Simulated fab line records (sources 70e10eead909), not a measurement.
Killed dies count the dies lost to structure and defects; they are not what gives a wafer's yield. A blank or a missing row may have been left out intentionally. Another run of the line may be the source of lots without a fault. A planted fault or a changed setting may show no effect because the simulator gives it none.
fab line records    flow nandHarc
record lots=12  wafers=36  lastDay=34
route steps=1302 shown A_CONTACT@1079 A_BLC@1112
lots with no fault: from the same line, run without faults
startH: the number of hours between the record's first day and the start of the first shown wafer of the lot    waitH: how many hours have passed since the lot's step before this one    " as in the row above    L1.1+2: a row that stands for several wafers    - no value, or no start was given    * or withheld: withheld    < > ~ a bound
route shown NAME@n: a module of which the file shows steps, and the number in the route of the first    usual: average and standard deviation across the fault-free wafers    same: alike in all rows    chamber/n: place in a boat    sites: each site's reading    _std_site: the values' standard deviation    _edge_site: inner sites' mean taken away from outer sites' mean    radiusMm: how far each site lies from the wafer's centre    mask NAME#n: copy n    behind: tool/chamber where the wafer was last shaped    hold: why the lot was held/for how many hours/how that ended    device: which transistor (n, p or np) failed to switch    end of line: the tests these same wafers got at the end of their route    a step given without rows: its recipe and nothing more    killed: dies that structure and defects cost at the first sort, which is not the same as the wafer's yield    map: a wafer's dies, marking killed ones x, the rest . and places with no die _
set.NAME: the setting as run; set.NAME@STEP: as run at that earlier step    model.NAME: the simulator's own value behind a step, which no gauge read
route steps across a sampled set of lots; one table per step, one row per wafer
services: a tool's chamber out of use, with start hour (startH, from the record's first day; less than 0 if before it), hours out, and reason
## steps
# step NHARC_A_CONTACT_OVL_MEAS_09
# usual overlayXNm=0.3/0.77  overlayYNm=-0.4/0.76
lot.wafer  tool        chamber  startH  waitH  overlayXNm  overlayYNm
L688.2     overlay-01  -        524.33  -      1.0         -0.4
L688.5     "           -        "       "      0.5         -0.7
L688.6     "           -        "       "      0.7         -1.0
L689.2     overlay-01  -        540.63  -      -0.1        0.1
L689.3     "           -        "       "      -0.3        0.0
L689.6     "           -        "       "      0.3         0.4
L690.1     overlay-02  -        547.94  -      0.4         0.5
L690.3     "           -        "       "      0.6         0.5
L690.6     "           -        "       "      1.2         0.6
L698.3     overlay-01  -        650.62  -      -0.6        0.0
L698.4     "           -        "       "      -0.8        0.0
L698.6     "           -        "       "      -0.4        0.1
L699.3     overlay-02  -        652.35  -      0.0         0.9
L699.5     "           -        "       "      0.6         0.0
L699.6     "           -        "       "      0.9         -0.5
L702.1     overlay-02  -        662.41  -      0.3         -0.8
L702.2     "           -        "       "      0.4         -0.1
L702.3     "           -        "       "      -0.2        -0.4
L700.3     overlay-01  -        666.67  -      0.8         -1.3
L700.4     "           -        "       "      -0.3        -1.4
L700.6     "           -        "       "      -0.3        -0.9
L701.2     overlay-02  -        670.27  -      0.2         0.1
L701.4     "           -        "       "      -0.8        -0.5
L701.5     "           -        "       "      -0.3        -0.1
L703.4     overlay-02  -        691.28  -      0.1         -1.8
L703.5     "           -        "       "      0.2         -2.2
L703.6     "           -        "       "      -0.2        -2.0
L705.1     overlay-01  -        696.77  -      -0.2        -0.9
L705.2     "           -        "       "      -0.9        0.0
L705.3     "           -        "       "      -0.6        -0.1
L704.1     overlay-01  -        703.12  -      0.5         -0.9
L704.3     "           -        "       "      0.8         -1.3
L704.4     "           -        "       "      0.5         -1.4
L707.2     overlay-02  -        759.09  -      0.6         -1.6
L707.3     "           -        "       "      0.2         -2.1
L707.6     "           -        "       "      0.3         -1.4
# step NHARC_A_CONTACT_ETCH_88
# recipe targetDepthA=390  overEtchFrac=0.3  timeS=65  ionEnergyEv=80  cf4FlowSccm=150  arFlowSccm=0  rfW=300  biasW=100  chemistry=CF4
# usual cf4FlowSccm=150.0/0.48  drypumpMotorCurrentA=5.97/0.29  oesProductAu=1.002/0.0085  rfVppV=152.0/1.1  showerheadPlenumPTorr=1.83/0.06  throttleValvePct=13.283/0.0096
# same timeS=65
lot.wafer  tool        chamber  startH  waitH  cf4FlowSccm  drypumpMotorCurrentA  oesProductAu  rfHoursCounterH  rfVppV  showerheadPlenumPTorr  throttleValvePct
L688.2     rieDiel-07  0        524.51  0.1    150.5        6.14                  1.021         9                152.9   1.84                   13.308
L688.6     "           0        "       "      150.2        6.16                  1.007         -                152.6   1.84                   13.284
L688.5     "           1        "       "      149.5        5.92                  1.014         -                153.7   1.84                   13.288
L689.3     rieDiel-07  2        540.91  0.1    150.0        6.07                  1.014         12               153.2   1.89                   13.272
L689.2     "           3        "       "      149.5        6.25                  0.991         12               152.0   1.81                   13.280
L689.6     "           3        "       "      150.6        6.23                  0.994         -                152.1   1.81                   13.289
L690.3     rieDiel-07  3        548.13  0.1    150.0        6.24                  1.005         12               153.2   1.81                   13.276
L690.1     "           0        "       "      149.7        6.16                  1.002         12               153.2   1.84                   13.277
L690.6     "           2        "       "      150.0        6.10                  1.013         -                152.8   1.89                   13.292
L698.4     rieDiel-11  2        650.82  0.1    150.2        5.54                  1.005         10               154.3   1.91                   13.282
L698.3     "           0        "       "      150.0        6.42                  0.998         7                150.3   1.73                   13.296
L698.6     "           2        "       "      150.3        5.57                  1.010         -                153.6   1.91                   13.289
L699.3     rieDiel-11  0        652.69  0.2    150.0        6.45                  1.008         8                150.4   1.73                   13.279
L699.6     "           1        "       "      150.3        5.78                  0.994         -                150.4   1.81                   13.304
L699.5     "           2        "       "      151.3        5.53                  1.013         -                153.6   1.91                   13.282
L702.2     rieDiel-07  1        662.60  0.1    150.0        5.90                  0.991         2                151.6   1.83                   13.282
L702.1     "           2        "       "      150.5        6.06                  0.996         2                151.6   1.89                   13.278
L702.3     "           3        "       "      150.1        6.26                  0.993         2                151.4   1.80                   13.281
L700.3     rieDiel-07  2        666.86  0.1    150.0        6.08                  1.008         3                153.7   1.89                   13.265
L700.4     "           0        "       "      150.9        6.16                  1.008         2                152.2   1.83                   13.296
L700.6     "           2        "       "      150.2        6.04                  0.993         -                153.4   1.89                   13.281
L701.2     rieDiel-07  1        670.48  0.1    150.3        5.91                  0.997         4                152.3   1.83                   13.284
L701.5     "           3        "       "      150.8        6.27                  1.006         -                153.0   1.80                   13.289
L701.4     "           1        "       "      149.5        5.92                  0.999         -                151.5   1.83                   13.286
L703.4     rieDiel-04  2        691.47  0.1    149.8        5.72                  1.015         49               150.7   1.75                   13.280
L703.5     "           0        "       "      150.1        5.20                  1.007         -                150.9   1.66                   13.276
L703.6     "           1        "       "      150.5        5.34                  1.000         -                153.1   1.86                   13.289
L705.2     rieDiel-11  3        696.96  0.1    149.2        5.82                  0.997         25               153.5   1.88                   13.263
L705.1     "           0        "       "      150.0        6.43                  0.990         24               150.6   1.72                   13.294
L705.3     "           1        "       "      150.3        5.81                  0.975         30               153.1   1.80                   13.281
L704.3     rieDiel-11  1        703.31  0.1    148.7        5.79                  0.985         32               151.2   1.80                   13.292
L704.4     "           2        "       "      150.4        5.51                  1.007         34               151.9   1.90                   13.288
L704.1     "           0        "       "      149.6        6.44                  0.998         26               151.0   1.72                   13.288
L707.2     rieDiel-07  0        759.28  0.1    149.3        6.12                  1.006         12               152.0   1.83                   13.274
L707.3     "           2        "       "      149.9        6.04                  0.988         14               151.7   1.89                   13.288
L707.6     "           3        "       "      149.6        6.23                  1.006         -                150.7   1.80                   13.277
# step NHARC_A_CONTACT_ETCH_92
# recipe targetDepthA=400  overEtchFrac=0.5  timeS=85.7  ionEnergyEv=120  ch3fFlowSccm=50  o2FlowSccm=30  arFlowSccm=200  rfW=500  biasW=100  chemistry=CH3F/O2
# usual drypumpMotorCurrentA=5.9/0.33  oesProductAu=0.938/0.02  rfVppV=245.1/1.5  showerheadPlenumPTorr=2.51/0.1  throttleValvePct=20.661/0.0091
# same timeS=85.7
lot.wafer  tool        chamber  startH  waitH  drypumpMotorCurrentA  oesProductAu  rfHoursCounterH  rfVppV  showerheadPlenumPTorr  throttleValvePct
L688.2     rieDiel-04  3        527.41  0.5    6.3                   0.995         55               244.0   2.43                   20.643
L688.6     "           1        "       "      5.4                   0.996         -                245.6   2.61                   20.658
L688.5     "           2        "       "      5.7                   0.989         -                243.7   2.45                   20.652
L689.3     rieDiel-11  3        543.78  0.4    5.8                   0.929         31               246.8   2.65                   20.654
L689.2     "           2        "       "      5.5                   0.920         34               243.3   2.28                   20.657
L689.6     "           3        "       "      5.8                   0.938         -                246.9   2.65                   20.668
L690.3     rieDiel-07  2        550.99  0.4    6.1                   0.942         13               247.5   2.64                   20.648
L690.1     "           1        "       "      5.9                   0.938         13               245.5   2.56                   20.665
L690.6     "           2        "       "      6.1                   0.939         -                246.3   2.64                   20.650
L698.4     rieDiel-04  0        653.72  0.4    5.2                   0.989         27               242.9   2.30                   20.674
L698.3     "           2        "       "      5.7                   0.999         37               244.9   2.43                   20.654
L698.6     "           3        "       "      6.2                   1.003         -                245.2   2.41                   20.658
L699.3     rieDiel-11  2        655.58  0.4    5.6                   0.928         12               247.2   2.66                   20.643
L699.6     "           1        "       "      5.8                   0.913         -                244.6   2.51                   20.665
L699.5     "           2        "       "      5.5                   0.924         -                247.3   2.66                   20.677
L702.2     rieDiel-04  2        665.48  0.5    5.7                   0.938         40               244.5   2.43                   20.663
L702.1     "           3        "       "      6.3                   0.939         40               243.7   2.41                   20.662
L702.3     "           0        "       "      5.2                   0.940         30               241.9   2.30                   20.659
L700.3     rieDiel-04  0        669.81  0.5    5.2                   0.933         33               242.2   2.30                   20.656
L700.6     "           3        "       "      6.2                   0.936         -                243.8   2.41                   20.661
L700.4     "           0        "       "      5.2                   0.937         -                242.1   2.30                   20.657
L701.2     rieDiel-07  1        673.57  0.5    5.9                   0.939         5                246.2   2.55                   20.673
L701.5     "           3        "       "      6.2                   0.931         -                243.9   2.51                   20.651
L701.4     "           2        "       "      6.1                   0.923         -                246.7   2.63                   20.652
L703.4     rieDiel-07  0        694.36  0.4    6.2                   0.929         5                244.5   2.55                   20.657
L703.6     "           3        "       "      6.2                   0.937         -                244.7   2.50                   20.655
L703.5     "           0        "       "      6.1                   0.933         -                244.6   2.55                   20.668
L705.2     rieDiel-04  0        699.83  0.5    5.2                   0.931         41               241.0   2.30                   20.658
L705.3     "           1        "       "      5.4                   0.924         50               247.3   2.59                   20.665
L705.1     "           3        "       "      6.3                   0.929         49               241.8   2.41                   20.659
L704.3     rieDiel-11  1        706.21  0.4    5.8                   0.917         33               246.1   2.51                   20.664
L704.1     "           3        "       "      5.8                   0.937         28               247.5   2.63                   20.669
L704.4     "           0        "       "      6.4                   0.918         26               242.0   2.39                   20.658
L707.2     rieDiel-07  1        762.16  0.5    5.9                   0.916         15               245.4   2.54                   20.662
L707.3     "           2        "       "      6.1                   0.930         15               245.8   2.63                   20.660
L707.6     "           0        "       "      6.1                   0.930         -                245.8   2.54                   20.638
# step NHARC_A_BLC_SOFTBAKE_05
# recipe tempC=105  timeS=55
# usual exhaustPa=44.9/1  heaterPowerTotalW=188.45/0.14  plateTempC=105.02/0.12
# same timeS=55
lot.wafer  tool           chamber  startH  waitH  exhaustPa  heaterPowerTotalW  plateTempC
L688.2     lithoTrack-01  0        530     -      44.1       188.74             104.87
L688.5     "              0        "       "      41.6       188.51             105.15
L688.6     "              0        "       "      43.8       188.27             104.85
L689.2     lithoTrack-01  0        546     -      45.3       186.12             105.12
L689.3     "              0        "       "      46.4       186.21             104.93
L689.6     "              0        "       "      45.5       186.15             104.95
L690.1     lithoTrack-01  0        553     -      45.2       186.14             105.09
L690.3     "              0        "       "      45.6       186.18             104.95
L690.6     "              0        "       "      44.3       186.35             105.03
L698.3     lithoTrack-01  0        656     -      45.7       188.39             104.92
L698.4     "              0        "       "      45.6       188.54             105.14
L698.6     "              0        "       "      46.1       188.76             105.01
L699.3     lithoTrack-04  0        658     -      43.9       188.40             105.13
L699.5     "              0        "       "      45.0       188.30             105.02
L699.6     "              0        "       "      44.5       188.50             105.11
L702.1     lithoTrack-04  0        668     -      44.4       188.80             104.99
L702.2     "              0        "       "      42.3       188.40             105.17
L702.3     "              0        "       "      42.8       188.41             105.04
L700.3     lithoTrack-01  0        672     -      44.7       188.35             105.12
L700.4     "              0        "       "      44.1       188.50             104.96
L700.6     "              0        "       "      44.6       188.74             104.89
L701.2     lithoTrack-01  0        676     -      44.4       188.42             104.99
L701.4     "              0        "       "      45.1       188.43             105.02
L701.5     "              0        "       "      46.9       188.54             104.89
L703.4     lithoTrack-01  0        697     -      46.0       188.29             105.16
L703.5     "              0        "       "      46.1       188.35             105.08
L703.6     "              0        "       "      46.0       188.44             105.12
L705.1     lithoTrack-04  0        703     -      46.3       188.27             105.22
L705.2     "              0        "       "      43.7       188.39             105.16
L705.3     "              0        "       "      45.3       188.30             105.13
L704.1     lithoTrack-01  0        708     -      43.3       188.42             105.04
L704.3     "              0        "       "      44.2       188.41             104.98
L704.4     "              0        "       "      43.0       188.57             105.04
L707.2     lithoTrack-01  0        764     -      43.5       188.77             105.21
L707.3     "              0        "       "      44.8       188.34             104.99
L707.6     "              0        "       "      44.3       188.33             104.98
## services
tool           chamber  startH  hours  kind
rieDiel-07     0        504.70  -      clean
rieDiel-07     1        504.70  -      clean
rieDiel-07     2        504.70  -      clean
rieDiel-07     3        504.70  -      clean
lithoTrack-01  -        505.00  7.0    pm
rieDiel-04     0        518.99  65.0   repair
rieDiel-07     0        529.20  -      clean
rieDiel-07     1        529.20  -      clean
rieDiel-07     2        529.20  -      clean
rieDiel-07     3        529.20  -      clean
rieDiel-04     -        533.58  9.0    pm
lithoTrack-04  -        553.00  7.0    pm
rieDiel-07     0        553.70  -      clean
rieDiel-07     2        563.04  10.5   repair
rieDiel-11     -        609.92  9.0    pm
rieDiel-04     -        617.11  0.4    repair
rieDiel-07     -        648.20  9.0    pm
rieDiel-04     1        661.86  9.7    repair
rieDiel-07     0        670.15  9.9    repair
rieDiel-04     3        678.08  5.6    repair
lithoTrack-01  -        680.00  7.0    pm
rieDiel-04     -        710.58  9.0    pm
lithoTrack-04  -        728.00  7.0    pm
rieDiel-11     1        754.12  3.4    repair
## key
firstSign step=NHARC_A_BLC_SOFTBAKE_05  reading=heaterPowerTotalW  direction=down  sigmas=16  usual=*  struck=*
effect none on later readings
metAt NHARC_A_BLC_SOFTBAKE_05
struckLots L689,L690
testerLeftOut L689,L690
notActingAt NHARC_A_CONTACT_OVL_MEAS_09,NHARC_A_CONTACT_ETCH_88,NHARC_A_CONTACT_ETCH_92
onsetBetween 530 546
fault kind=processParameterDrift  tool=lithoTrack-01  chamber=-  onsetH=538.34  steps=NHARC_A_BLC_SOFTBAKE_05  channel=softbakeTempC  offset=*  shape=step  endH=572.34  actsIn=*  stated=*
# testerLeftOut: of these lots the tester's yield and bins aren't shown, on N5 and GAA mostly nor the transistor test; their killed dies are dies lost to structure and defects alone, not to doping, threshold or leakage, so they don't give the yield
